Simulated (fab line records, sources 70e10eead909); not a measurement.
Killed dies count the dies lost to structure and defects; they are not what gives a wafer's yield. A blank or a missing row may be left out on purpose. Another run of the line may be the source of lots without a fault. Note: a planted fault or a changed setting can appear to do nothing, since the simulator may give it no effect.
8D (eight disciplines) problem report, filled in by code | flow nand_harc | the parts of the form that need people (team, actions taken, sign-off) are left out

== 1. PROBLEM STATEMENT ==
Wafers without a fault read 999 nm, standard deviation 11; thk_nm at NHARC_A_ONON_D1_THK_MEAS_08 reads a mean of 1607 nm on 6 wafers belonging to 2 lots. That puts it +55 standard deviations away from the usual mean.
The step: measures by ellipsometry.
Earliest sighting: wafer L855.3 on film_metro-01 at day 12 07:21. At this step, 39 wafers from 13 lots have a number in the record. By rule, "out" or "out of limits" means more than 4 standard deviations away from the usual mean. The other wafers with a number count as sound.

== 2. WHAT IT IS; WHAT IT IS NOT ==
question                    | is                           | is not
which readings at this step | thk_nm                       | -
which lots                  | L855, L857                   | L844, L845, L848, L849, L853, L854, L858, L864, L865, L866, L867
which wafers of those lots  | all that have a number       | -
read on which gauges        | film_metro-01, film_metro-02 | -
when                        | from day 12 07:21            | up to then (18 sound wafers); but 15 sound wafers of L858, L864, L865, L866, L867 came after

== 3. SUSPECTS, AND WHAT RULES EACH OUT ==
Counting: a tool at a process step up to the reading stays a suspect if it ran every lot that is out and no sound lot after the first of them.
- the gauge at NHARC_A_ONON_D1_THK_MEAS_08: ruled out. The wafers that are out were read on 2 gauges (film_metro-01, film_metro-02).
- pecvd_onon-04 at NHARC_A_ONON_D1_DEP_06 (target thk 1000 nm): kept. It ran every lot that is out, first L855 (day 12 06:58), and no sound lot after that; its last sound lot up to then is L854 (day 11 15:01).
Left after counting: pecvd_onon-04 at NHARC_A_ONON_D1_DEP_06.

== 4. THE CAUSE (what the simulator had put in) ==
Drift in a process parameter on pecvd_onon-04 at NHARC_A_ONON_D1_DEP_06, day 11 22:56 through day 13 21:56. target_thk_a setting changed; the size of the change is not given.
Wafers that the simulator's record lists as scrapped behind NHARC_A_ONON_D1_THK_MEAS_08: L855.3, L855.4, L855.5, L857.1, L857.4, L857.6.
Counting left only this tool.

== 5. SEQUENCE OF EFFECTS, ordered by route ==
One row per reading whose mean, taken over the struck wafers that have a number, lies over 3 standard deviations from the usual. Only readings for which the record gives a usual standard deviation are gone through. hours: the time from each lot's start at the first step in this table that gives one to its start at this step, as a median over the lots. sigmas: the change in usual standard deviations.
hours | step                        | reading | usual  | on struck wafers | change | sigmas
0     | NHARC_A_ONON_D1_THK_MEAS_08 | thk_nm  | 999 nm | 1607             | +608   | +55

== 6. HOW IT WOULD HAVE BEEN CAUGHT EARLIER ==
Counted from the fault's start at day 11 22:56, it took 8 hours until the first out-of-limits reading at a measuring or inspecting step in this record, taken at day 12 07:21.
Lots out: 2; of these, L857 started NHARC_A_ONON_D1_DEP_06 on pecvd_onon-04 after day 12 07:21. A tool hold placed at that time would have kept it from harm.
